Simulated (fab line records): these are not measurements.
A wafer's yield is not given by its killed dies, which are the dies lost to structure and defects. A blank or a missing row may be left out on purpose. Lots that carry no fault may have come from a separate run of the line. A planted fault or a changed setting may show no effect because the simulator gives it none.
Matching of chambers	flow n5_finfet	rie_diel-03 running N5_BEOL_M15_ETCH_57: 4 sister chambers
The step etches SOC in N2/H2, time 750 s. 24 wafers are shown with their chamber, then 12 later ones without.

== EACH WAFER AND ITS CHAMBER ==
wafer	chamber	throttle_valve_pct (%)	showerhead_plenum_p_Torr (Torr)	oes_product_au (a.u.)
L075.2	0	17.90	2.65	0.76
L075.3	2	17.46	2.48	0.94
L075.4	1	17.35	2.48	0.98
L081.1	0	17.91	2.65	0.76
L081.2	3	18.08	2.52	0.71
L081.3	2	17.46	2.47	0.90
L081.4	1	17.38	2.48	0.92
L081.5	1	17.38	2.48	0.92
L081.6	0	17.94	2.64	0.75
L086.1	3	18.10	2.51	0.70
L086.2	2	17.51	2.47	0.88
L086.3	0	17.95	2.64	0.74
L086.4	1	17.39	2.47	0.91
L086.5	2	17.49	2.47	0.89
L086.6	3	18.10	2.51	0.70
L091.1	3	18.09	2.52	0.68
L091.2	1	17.38	2.47	0.90
L091.3	0	17.95	2.64	0.74
L091.4	2	17.50	2.47	0.88
L091.5	0	17.95	2.64	0.74
L091.6	3	18.10	2.51	0.69
L092.3	0	17.95	2.64	0.73
L092.4	1	17.43	2.47	0.87
L092.5	0	17.98	2.64	0.73

SIGNATURES (means of the wafers above)
reading	chamber 0	chamber 1	chamber 2	chamber 3	scatter within a chamber
throttle_valve_pct	17.9413	17.3850	17.4840	18.0940	0.0227
showerhead_plenum_p_Torr	2.6425	2.4750	2.4720	2.5140	0.005
oes_product_au	0.7438	0.9167	0.8980	0.6960	0.0229
Rule: a wafer lies at a distance from a chamber equal to the root of the sum of squares, over the readings, of (its reading less the chamber's mean, divided by the reading's scatter). If the next closest chamber is less than 2 further off than the closest, the wafer can't be placed; otherwise it belongs to the closest. The scatter is the square root of a quotient: the sum, over the shown wafers, of each reading's squared deviation from its chamber's mean, divided by wafers minus chambers.

== WAFERS WITH NO CHAMBER GIVEN ==
wafer	throttle_valve_pct (%)	showerhead_plenum_p_Torr (Torr)	oes_product_au (a.u.)
L094.1	17.41	2.47	0.88
L094.5	17.61	2.51	0.98
L094.6	17.50	2.46	0.88
L095.1	17.59	2.51	0.94
L095.2	17.53	2.46	0.87
L095.3	17.96	2.63	0.73
L095.4	17.42	2.47	0.89
L095.5	17.53	2.46	0.86
L095.6	17.60	2.51	0.95
L093.1	17.51	2.46	0.86
L093.4	17.44	2.46	0.88
L093.6	17.44	2.46	0.88

== EACH ONE'S CHAMBER ==
wafer	from the rows above	in truth
L094.1	can't be placed: 1 or 2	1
L094.5	2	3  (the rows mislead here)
L094.6	2	2
L095.1	2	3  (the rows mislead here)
L095.2	2	2
L095.3	0	0
L095.4	can't be placed: 1 or 2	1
L095.5	2	2
L095.6	2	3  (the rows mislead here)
L093.1	2	2
L093.4	can't be placed: 2 or 1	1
L093.6	can't be placed: 2 or 1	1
Correct placement for 5 of the 12. Unplaceable from these rows: 4, with the true chamber sitting among the candidates in 4. Placed wrongly: 3.
